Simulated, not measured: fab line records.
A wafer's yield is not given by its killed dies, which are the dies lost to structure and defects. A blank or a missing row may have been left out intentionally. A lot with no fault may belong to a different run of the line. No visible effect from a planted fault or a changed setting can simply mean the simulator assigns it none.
Which tool was responsible? | flow nand_harc | Sampling: 24 lots, 72 wafers, 4 of 1302 route steps

WHAT THE GAUGES READ, wafer by wafer
NHARC_A_CONTACT_OVL_MEAS_43.
lot  | measured     | on         | overlay_x_nm (nm) | overlay_y_nm (nm)
L074 | day 21 00:25 | overlay-02 | -1.3 -0.4 -0.3    | 0.4 -0.2 0.2
L075 | day 21 23:29 | overlay-02 | -0.1 -0.7 -0.5    | 0.5 1.3 0.5
L076 | day 22 12:12 | overlay-02 | -0.8 -0.1 -0.1    | 0.5 0.7 0.8
L077 | day 22 09:01 | overlay-02 | 0.3 0.5 0.5       | 0.5 0.5 1.1
L078 | day 23 00:40 | overlay-02 | 0.2 -0.3 0.5      | 0.5 0.4 0.2
L079 | day 23 17:51 | overlay-02 | 0.8 0.9 1.1       | 0.7 0.9 0.3
L080 | day 24 01:48 | overlay-02 | -0.5 -0.8 -0.6    | -0.5 -0.3 -0.6
L081 | day 23 23:02 | overlay-01 | -0.9 -1.5 -1.1    | -1.2 -0.4 -1.1
L082 | day 24 13:23 | overlay-01 | 0.0 0.2 -0.3      | 0.8 0.9 0.8
L083 | day 24 11:37 | overlay-01 | -0.4 -1.1 -0.4    | 2.3 1.6 2.1
L084 | day 25 10:25 | overlay-02 | -1.1 -1.0 -1.9    | 0.0 0.8 0.5
L085 | day 25 14:29 | overlay-01 | 0.0 -0.1 0.7      | -1.2 -0.6 -1.0
L086 | day 26 13:47 | overlay-02 | 0.5 0.1 0.1       | -1.2 -0.3 -0.7
L087 | day 27 01:08 | overlay-01 | 0.4 0.0 0.2       | 1.7 1.5 1.5
L088 | day 27 14:55 | overlay-01 | -0.5 -0.1 0.3     | 0.0 0.1 0.4
L089 | day 27 12:54 | overlay-02 | 0.2 0.0 -0.2      | -0.9 -1.2 -0.3
L090 | day 27 22:26 | overlay-01 | 0.1 0.2 -0.3      | -2.2 -3.3 -2.1
L091 | day 27 22:17 | overlay-02 | 0.6 0.7 0.7       | 1.0 1.5 0.9
L093 | day 29 23:38 | overlay-01 | 0.2 0.6 0.6       | -0.7 -1.3 -1.2
L092 | day 29 19:26 | overlay-02 | -0.1 -0.7 0.4     | 1.7 1.7 1.5
L094 | day 30 03:31 | overlay-01 | -0.2 0.1 -0.3     | -1.4 -1.6 -1.2
L095 | day 30 10:52 | overlay-02 | -0.1 -0.1 0.1     | 0.4 0.0 0.1
L096 | day 31 04:41 | overlay-01 | 0.3 0.1 0.2       | 0.3 -0.1 -0.5
L097 | day 31 08:14 | overlay-01 | -1.6 -2.0 -2.2    | 0.7 0.4 0.5

NHARC_A_CONTACT_INSPECT_44.
lot  | measured     | on                | raw_defect_count
L074 | day 21 00:28 | defect_inspect-02 | 116 109 124
L075 | day 21 23:31 | defect_inspect-01 | 49 47 65
L076 | day 22 12:14 | defect_inspect-02 | 102 89 95
L077 | day 22 09:03 | defect_inspect-02 | 61 53 59
L078 | day 23 00:42 | defect_inspect-01 | 66 63 72
L079 | day 23 17:53 | defect_inspect-02 | 44 68 50
L080 | day 24 01:50 | defect_inspect-01 | 138 142 157
L081 | day 23 23:04 | defect_inspect-02 | 61 60 69
L082 | day 24 13:25 | defect_inspect-02 | 66 66 62
L083 | day 24 11:39 | defect_inspect-02 | 126 135 112
L084 | day 25 10:28 | defect_inspect-01 | 90 69 74
L085 | day 25 14:31 | defect_inspect-01 | 90 80 73
L086 | day 26 13:49 | defect_inspect-01 | 25 11 16
L087 | day 27 01:10 | defect_inspect-02 | 95 105 107
L088 | day 27 14:57 | defect_inspect-01 | 61 67 59
L089 | day 27 12:56 | defect_inspect-01 | 92 88 88
L090 | day 27 22:29 | defect_inspect-01 | 65 62 50
L091 | day 27 22:20 | defect_inspect-02 | 103 86 106
L093 | day 29 23:41 | defect_inspect-02 | 82 68 79
L092 | day 29 19:29 | defect_inspect-02 | 25 21 27
L094 | day 30 03:33 | defect_inspect-01 | 122 89 116
L095 | day 30 10:55 | defect_inspect-02 | 21 22 28
L096 | day 31 04:44 | defect_inspect-01 | 88 78 89
L097 | day 31 08:16 | defect_inspect-01 | 115 128 141

WHAT TOOL EACH LOT RAN ON (gives the tool, then ch and the chambers of the sampled wafers, and finally the start)
lot  | NHARC_A_SLIT_DEP_23             | NHARC_A_SLIT_DESCUM_14
L074 | pecvd-03 ch 0,1, day 19 08:49   | rie_diel-05 ch 0,1,2, day 19 09:41
L075 | pecvd-02 ch 0,1,2, day 20 06:24 | rie_diel-05 ch 2,3, day 20 07:07
L076 | pecvd-02 ch 0,1, day 20 19:17   | rie_diel-05 ch 0,3, day 20 20:08
L077 | pecvd-01 ch 0,1,2, day 20 19:25 | rie_diel-08 ch 0,2,3, day 20 20:18
L078 | pecvd-01 ch 0,1,2, day 21 09:19 | rie_diel-08 ch 1,2, day 21 09:59
L079 | pecvd-02 ch 0,1,2, day 22 02:28 | rie_diel-08 ch 0,1, day 22 03:18
L080 | pecvd-01 ch 1,2, day 22 07:09   | rie_diel-08 ch 1,3, day 22 08:04
L081 | pecvd-02 ch 0,1, day 22 07:10   | rie_diel-05 ch 0,2,3, day 22 07:54
L082 | pecvd-02 ch 0,1,2, day 22 19:21 | rie_diel-07 ch 0,3, day 22 20:00
L083 | pecvd-01 ch 0,1,2, day 22 19:37 | rie_diel-05 ch 0,3, day 22 20:29
L084 | pecvd-01 ch 0,1, day 23 13:37   | rie_diel-05 ch 2,3, day 23 14:25
L085 | pecvd-01 ch 0,2, day 23 21:11   | rie_diel-07 ch 0,1,3, day 23 21:55
L086 | pecvd-02 ch 1,2, day 24 19:39   | rie_diel-08 ch 0,1,2, day 24 20:23
L087 | pecvd-03 ch 1,2, day 25 08:07   | rie_diel-08 ch 0,1, day 25 08:58
L088 | pecvd-03 ch 1,2, day 25 20:23   | rie_diel-05 ch 1,2,3, day 25 21:15
L089 | pecvd-03 ch 0,2, day 25 20:33   | rie_diel-07 ch 0,2, day 25 21:25
L090 | pecvd-02 ch 0,2, day 26 06:31   | rie_diel-07 ch 1,2, day 26 07:23
L091 | pecvd-01 ch 0,2, day 26 06:52   | rie_diel-08 ch 0,2,3, day 26 07:42
L093 | pecvd-03 ch 0,1,2, day 28 03:10 | rie_diel-08 ch 0,2,3, day 28 04:00
L092 | pecvd-02 ch 0,2, day 28 03:51   | rie_diel-05 ch 0,1,2, day 28 04:42
L094 | pecvd-02 ch 0,1,2, day 28 07:38 | rie_diel-05 ch 0,2,3, day 28 08:20
L095 | pecvd-03 ch 0,1, day 28 20:56   | rie_diel-08 ch 1,2,3, day 28 21:46
L096 | pecvd-03 ch 1,2, day 29 12:29   | rie_diel-05 ch 0,1,2, day 29 13:14
L097 | pecvd-03 ch 0,2, day 29 13:28   | rie_diel-07 ch 1,3, day 29 14:20
- NHARC_A_SLIT_DEP_23: deposits SiON, target thk 100 nm.
- NHARC_A_SLIT_DESCUM_14: chemistry O2, time 3 s.

WHAT THE TOOLS THEMSELVES READ (means of the sampled wafers that have a number; where no wafer has one, the mark that the record gives instead)
NHARC_A_SLIT_DEP_23.
lot  | tool     | heater_power_outer_w (W) | heater_power_w (W)
L074 | pecvd-03 | 456                      | 725
L075 | pecvd-02 | 460                      | 749
L076 | pecvd-02 | 478                      | 782
L077 | pecvd-01 | 425                      | 675
L078 | pecvd-01 | 451                      | 714
L079 | pecvd-02 | 465                      | 745
L080 | pecvd-01 | 398                      | 683
L081 | pecvd-02 | 509                      | 821
L082 | pecvd-02 | 457                      | 734
L083 | pecvd-01 | 416                      | 679
L084 | pecvd-01 | 417                      | 701
L085 | pecvd-01 | 424                      | 660
L086 | pecvd-02 | 375                      | 640
L087 | pecvd-03 | 478                      | 769
L088 | pecvd-03 | 473                      | 765
L089 | pecvd-03 | 519                      | 820
L090 | pecvd-02 | 497                      | 799
L091 | pecvd-01 | 472                      | 706
L093 | pecvd-03 | 471                      | 730
L092 | pecvd-02 | 496                      | 780
L094 | pecvd-02 | 461                      | 748
L095 | pecvd-03 | 498                      | 790
L096 | pecvd-03 | 413                      | 673
L097 | pecvd-03 | 536                      | 850

NHARC_A_SLIT_DESCUM_14.
lot  | tool        | drypump_motor_current_A (A) | o2_flow_sccm (sccm) | oes_product_au (a.u.) | rf_vpp_V (V) | showerhead_plenum_p_Torr (Torr) | throttle_valve_pct (%)
L074 | rie_diel-05 | 5.7                         | 200.1               | 1.000                 | 57.7         | 1.85                            | 11.317
L075 | rie_diel-05 | 5.4                         | 199.8               | 0.996                 | 58.0         | 1.99                            | 11.310
L076 | rie_diel-05 | 5.4                         | 199.8               | 1.003                 | 57.2         | 1.91                            | 11.317
L077 | rie_diel-08 | 5.4                         | 201.1               | 0.999                 | 57.6         | 1.90                            | 11.317
L078 | rie_diel-08 | 5.1                         | 200.2               | 0.991                 | 57.6         | 1.85                            | 11.305
L079 | rie_diel-08 | 5.5                         | 199.6               | 1.003                 | 57.8         | 1.79                            | 11.313
L080 | rie_diel-08 | 4.9                         | 200.6               | 0.992                 | 56.9         | 1.85                            | 11.306
L081 | rie_diel-05 | 5.6                         | 200.1               | 1.000                 | 57.1         | 1.93                            | 11.316
L082 | rie_diel-07 | 5.3                         | 200.0               | 0.996                 | 58.3         | 1.97                            | 11.311
L083 | rie_diel-05 | 5.4                         | 200.0               | 0.996                 | 57.7         | 1.91                            | 11.314
L084 | rie_diel-05 | 5.4                         | 200.2               | 0.988                 | 58.1         | 1.99                            | 11.316
L085 | rie_diel-07 | 5.3                         | 199.6               | 0.990                 | 58.1         | 1.89                            | 11.317
L086 | rie_diel-08 | 5.4                         | 199.8               | 0.996                 | 57.1         | 1.85                            | 11.308
L087 | rie_diel-08 | 5.2                         | 200.2               | 0.989                 | 56.8         | 1.79                            | 11.303
L088 | rie_diel-05 | 5.5                         | 199.8               | 0.984                 | 57.4         | 1.91                            | 11.304
L089 | rie_diel-07 | 5.6                         | 200.3               | 0.993                 | 57.7         | 1.88                            | 11.316
L090 | rie_diel-07 | 5.3                         | 200.4               | 1.019                 | 57.7         | 1.89                            | 11.305
L091 | rie_diel-08 | 5.4                         | 199.2               | 1.001                 | 57.8         | 1.90                            | 11.319
L093 | rie_diel-08 | 5.4                         | 200.3               | 0.994                 | 57.6         | 1.90                            | 11.313
L092 | rie_diel-05 | 5.7                         | 199.8               | 1.000                 | 57.4         | 1.85                            | 11.317
L094 | rie_diel-05 | 5.6                         | 200.4               | 1.000                 | 58.5         | 1.93                            | 11.307
L095 | rie_diel-08 | 5.0                         | 199.8               | 0.987                 | 57.4         | 1.91                            | 11.310
L096 | rie_diel-05 | 5.7                         | 200.2               | 0.994                 | 57.2         | 1.85                            | 11.313
L097 | rie_diel-07 | 5.2                         | 200.0               | 1.014                 | 57.7         | 1.90                            | 11.310

THE ANSWER, worked out from the rows above alone
Rule: usual is defined by the lots themselves. Put in order of their means at a reading, lots are off if they are a third of the lots or fewer, leave a main group of 4 or more, and stand apart from it by a gap of 3 or more times the standard deviation of the main group's means; of several such gaps the widest counts. A main group whose means are all the same, to the digits that the tables above print for the reading, isn't used. Also off: a lot with no number at a reading for which 4 or more lots have one. The other lots that the step has rows for count as sound. The gauges are gone through in route order, then the tools' own readings, and for those a lot's mean is taken as printed above. The first step at which some lot is off is used, and at that step the reading that is off furthest; a lot without a number counts as furthest.
Nothing can be told from this: no lot is off at any reading shown.

WHAT THE SIMULATOR HAD PUT IN
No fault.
